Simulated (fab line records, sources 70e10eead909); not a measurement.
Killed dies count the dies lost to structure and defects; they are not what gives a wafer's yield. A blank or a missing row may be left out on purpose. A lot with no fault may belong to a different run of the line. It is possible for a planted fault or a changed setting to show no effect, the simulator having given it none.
Which tool did it? / flow nand harc / 14 lots, 42 wafers sampled, at 3 steps of a route of 1302

== WHAT THE GAUGES SHOWED, per wafer ==
NHARC_A_BONDPAD_THK_MEAS_20: measures by xrf. Usual: thk nm reads 169.5 nm (standard deviation 1.5).
lot=L609; measured=day 23 17:14; on=film metro-01; thk nm (nm)=167.5 168.3 171.3; flag=
lot=L608; measured=day 24 02:56; on=film metro-01; thk nm (nm)=169.6 173.0 169.3; flag=
lot=L612; measured=day 24 17:08; on=film metro-01; thk nm (nm)=168.8 170.9 168.2; flag=
lot=L616; measured=day 25 23:48; on=film metro-02; thk nm (nm)=169.7 168.8 169.8; flag=
lot=L615; measured=day 26 08:45; on=film metro-02; thk nm (nm)=169.0 170.3 168.1; flag=
lot=L617; measured=day 26 23:19; on=film metro-01; thk nm (nm)=168.9 170.3 170.2; flag=
lot=L618; measured=day 27 05:28; on=film metro-01; thk nm (nm)=170.8 169.7 169.5; flag=
lot=L619; measured=day 27 11:22; on=film metro-02; thk nm (nm)=170.3 170.4 170.5; flag=
lot=L620; measured=day 28 06:35; on=film metro-02; thk nm (nm)=169.7 171.9 170.2; flag=
lot=L623; measured=day 29 04:52; on=film metro-02; thk nm (nm)=169.4 169.3 170.9; flag=
lot=L621; measured=day 29 08:52; on=film metro-01; thk nm (nm)=167.2 169.6 167.2; flag=
lot=L627; measured=day 31 01:27; on=film metro-02; thk nm (nm)=170.2 169.6 171.8; flag=
lot=L629; measured=day 31 19:56; on=film metro-02; thk nm (nm)=168.5 169.2 171.0; flag=
lot=L631; measured=day 33 03:47; on=film metro-02; thk nm (nm)=168.1 169.6 169.0; flag=

NHARC_THIN_TSV_CD_MEAS_12 targets a cd of 1000 nm. Usual: cd nm reads 999.8 nm (standard deviation 2.1).
lot=L609; measured=day 24 06:38; on=cd sem-03; cd nm (nm)=1002.1 997.8 1001.5; flag=
lot=L608; measured=day 24 14:44; on=cd sem-02; cd nm (nm)=1000.9 997.0 1001.2; flag=
lot=L612; measured=day 25 06:41; on=cd sem-01; cd nm (nm)=999.1 997.5 997.8; flag=
lot=L616; measured=day 26 11:54; on=cd sem-01; cd nm (nm)=998.9 995.1 997.3; flag=
lot=L615; measured=day 26 21:10; on=cd sem-01; cd nm (nm)=998.0 999.3 1000.0; flag=
lot=L617; measured=day 27 11:55; on=cd sem-03; cd nm (nm)=999.8 999.8 999.1; flag=
lot=L618; measured=day 27 17:55; on=cd sem-03; cd nm (nm)=997.2 995.5 996.9; flag=
lot=L619; measured=day 27 23:37; on=cd sem-02; cd nm (nm)=1000.1 1002.4 1003.5; flag=
lot=L620; measured=day 28 18:55; on=cd sem-03; cd nm (nm)=999.8 1000.6 999.8; flag=
lot=L623; measured=day 29 17:56; on=cd sem-02; cd nm (nm)=1003.4 999.7 996.3; flag=
lot=L621; measured=day 29 20:20; on=cd sem-02; cd nm (nm)=1000.4 1003.6 1001.0; flag=
lot=L627; measured=day 31 14:02; on=cd sem-02; cd nm (nm)=999.9 998.8 1002.1; flag=
lot=L629; measured=day 32 12:36; on=cd sem-01; cd nm (nm)=999.7 1002.2 1000.0; flag=
lot=L631; measured=day 33 16:08; on=cd sem-03; cd nm (nm)=997.0 995.9 997.0; flag=

== WHAT TOOL EACH LOT RAN ON (gives the tool, then ch and the chambers of the sampled wafers, and finally the start) ==
lot=L609; NHARC_THIN_TSV_CMP_01=cmp-01 ch 0,3, day 24 05:27
lot=L608; NHARC_THIN_TSV_CMP_01=cmp-02 ch 0,1,2, day 24 13:30
lot=L612; NHARC_THIN_TSV_CMP_01=cmp-01 ch 2,3, day 25 05:23
lot=L616; NHARC_THIN_TSV_CMP_01=cmp-01 ch 0,1, day 26 10:43
lot=L615; NHARC_THIN_TSV_CMP_01=cmp-02 ch 1,2, day 26 19:52
lot=L617; NHARC_THIN_TSV_CMP_01=cmp-01 ch 1,2,3, day 27 10:40
lot=L618; NHARC_THIN_TSV_CMP_01=cmp-03 ch 0,2, day 27 16:37
lot=L619; NHARC_THIN_TSV_CMP_01=cmp-01 ch 0,1,2, day 27 22:10
lot=L620; NHARC_THIN_TSV_CMP_01=cmp-03 ch 2,3, day 28 17:43
lot=L623; NHARC_THIN_TSV_CMP_01=cmp-01 ch 1,3, day 29 16:38
lot=L621; NHARC_THIN_TSV_CMP_01=cmp-01 ch 1,2,3, day 29 19:00
lot=L627; NHARC_THIN_TSV_CMP_01=cmp-02 ch 0,1,2, day 31 12:41
lot=L629; NHARC_THIN_TSV_CMP_01=cmp-02 ch 0,2, day 32 11:19
lot=L631; NHARC_THIN_TSV_CMP_01=cmp-03 ch 0,1,2, day 33 14:50
- NHARC_THIN_TSV_CMP_01: polishes.

== AS READ BY THE TOOLS THEMSELVES (means over the sampled wafers that have a number; for cases with no such wafer, the mark the record gives instead) ==
NHARC_THIN_TSV_CMP_01. Usual: motor current A reads 12.0 A (standard deviation 1).
lot=L609; tool=cmp-01; motor current A (A)=12.7; flag=
lot=L608; tool=cmp-02; motor current A (A)=12.0; flag=
lot=L612; tool=cmp-01; motor current A (A)=11.2; flag=
lot=L616; tool=cmp-01; motor current A (A)=11.9; flag=
lot=L615; tool=cmp-02; motor current A (A)=11.8; flag=
lot=L617; tool=cmp-01; motor current A (A)=11.2; flag=
lot=L618; tool=cmp-03; motor current A (A)=12.4; flag=
lot=L619; tool=cmp-01; motor current A (A)=12.1; flag=
lot=L620; tool=cmp-03; motor current A (A)=11.5; flag=
lot=L623; tool=cmp-01; motor current A (A)=11.2; flag=
lot=L621; tool=cmp-01; motor current A (A)=10.9; flag=
lot=L627; tool=cmp-02; motor current A (A)=12.4; flag=
lot=L629; tool=cmp-02; motor current A (A)=12.0; flag=
lot=L631; tool=cmp-03; motor current A (A)=13.2; flag=

== THE ANSWER, worked out from the rows above alone ==
Rule: a lot is off if the mean of its wafers that have a number lies more than 3 standard deviations from the usual mean. Also off: a lot with no number at a reading for which 4 or more lots have one. The other lots that the step has rows for count as sound. The gauges are gone through in route order, then the tools' own readings, and for those a lot's mean is taken as printed above. At the first step where some lot is off, the reading lying furthest off is the one used; lots without a number count as furthest.
No lot is off at any reading shown: from this, nothing can be told.

== WHAT HAD BEEN PUT IN BY THE SIMULATOR ==
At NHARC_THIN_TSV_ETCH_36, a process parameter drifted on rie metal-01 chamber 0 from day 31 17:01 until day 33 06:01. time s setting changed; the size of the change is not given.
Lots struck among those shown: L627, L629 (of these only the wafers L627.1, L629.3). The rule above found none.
